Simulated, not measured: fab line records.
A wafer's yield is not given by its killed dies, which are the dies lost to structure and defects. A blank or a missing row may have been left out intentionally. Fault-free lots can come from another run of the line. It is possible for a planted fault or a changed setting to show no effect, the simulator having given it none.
One fault seen from 2 desks ; flow n5Finfet ; numbers are kept per desk, each desk with only its own; the story behind them comes last

## THE METROLOGY DESK
What the gauges read for every lot (on any tool): the sampled wafers with a number, averaged. Any lot whose mean is over 4 standard deviations away from the usual mean is out of limits and marked OUT; that distance is given in the brackets.
Columns: A = trenchDepthNm at N5_BEOL_M6_OCD_MEAS_38, usual 93.8 nm
lot;first seen here;A
L327;day 9 10:58;94.3
L328;day 9 21:31;94.5
L333;day 10 03:23;92.3
L331;day 10 03:58;94.2
L334;day 11 03:10;94.0
L341;day 12 11:58;91.8
L346;day 14 02:58;95.4
L347;day 14 03:52;97.4
L349;day 14 18:16;96.1
L350;day 15 15:59;93.3
Result from this desk: across the 10 lots, nothing is out of limits.

## DESK OF THE TOOL OWNER: rieDiel-05
The tool's own readings at N5_BEOL_M6_ETCH_66 (etches SOC in N2/H2, target depth 80 nm, overetch 16 nm, time 120 s): means of the sampled wafers that have a number, for each lot that ran on this tool. Any lot whose mean is over 4 standard deviations away from the usual mean is out of limits and marked OUT; that distance is given in the brackets.
Columns: A = biasW at N5_BEOL_M6_ETCH_66, usual 150.0 W; B = drypumpMotorCurrentA at N5_BEOL_M6_ETCH_66, usual 5.8 A; C = oesProductAu at N5_BEOL_M6_ETCH_66, usual 0.60 a.u.; D = rfVppV at N5_BEOL_M6_ETCH_66, usual 523.2 V; E = showerheadPlenumPTorr at N5_BEOL_M6_ETCH_66, usual 2.52 Torr; F = throttleValvePct at N5_BEOL_M6_ETCH_66, usual 17.86 %
lot;first seen here;A;B;C;D;E;F
L327;day 9 10:37;149.7;5.7;0.60;523.5;2.51;17.81
L328;day 9 21:10;125.6 (-60) OUT;6.5;0.58;465.0 (-23) OUT;2.43;18.03
L333;day 10 03:02;125.5 (-60) OUT;5.8;0.55;466.9 (-23) OUT;2.52;17.92
L334;day 11 02:49;125.4 (-60) OUT;6.4;0.57;466.0 (-23) OUT;2.43;18.05
L346;day 14 02:37;150.2;6.0;0.62;521.1;2.49;17.92
L347;day 14 03:31;149.9;5.5;0.67;524.1;2.56;17.74
L349;day 14 17:56;150.5;5.6;0.62;523.2;2.53;17.82
This desk finds L328, L333, L334 out of limits, L328 being first, at day 9 21:10 (biasW at N5_BEOL_M6_ETCH_66). L327, L346, L347, L349 stayed within limits.

## ALL TOGETHER
An alarm could have come from the tool owner's desk at day 9 21:10, on L328, L333, L334.
The metrology desk saw nothing out of limits.
The metrology desk holds a record of L328, L333, L334, inside its limits.
All the named lots went through N5_BEOL_M6_ETCH_66 on rieDiel-05.

## WHAT THE SIMULATOR PUT IN
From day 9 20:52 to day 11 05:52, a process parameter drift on rieDiel-05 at N5_BEOL_M6_ETCH_66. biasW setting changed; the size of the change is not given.
Lots struck among those shown: L328, L333, L334.
Delay in hours, fault start to first out-of-limits reading, by desk: the tool owner's desk at 0.
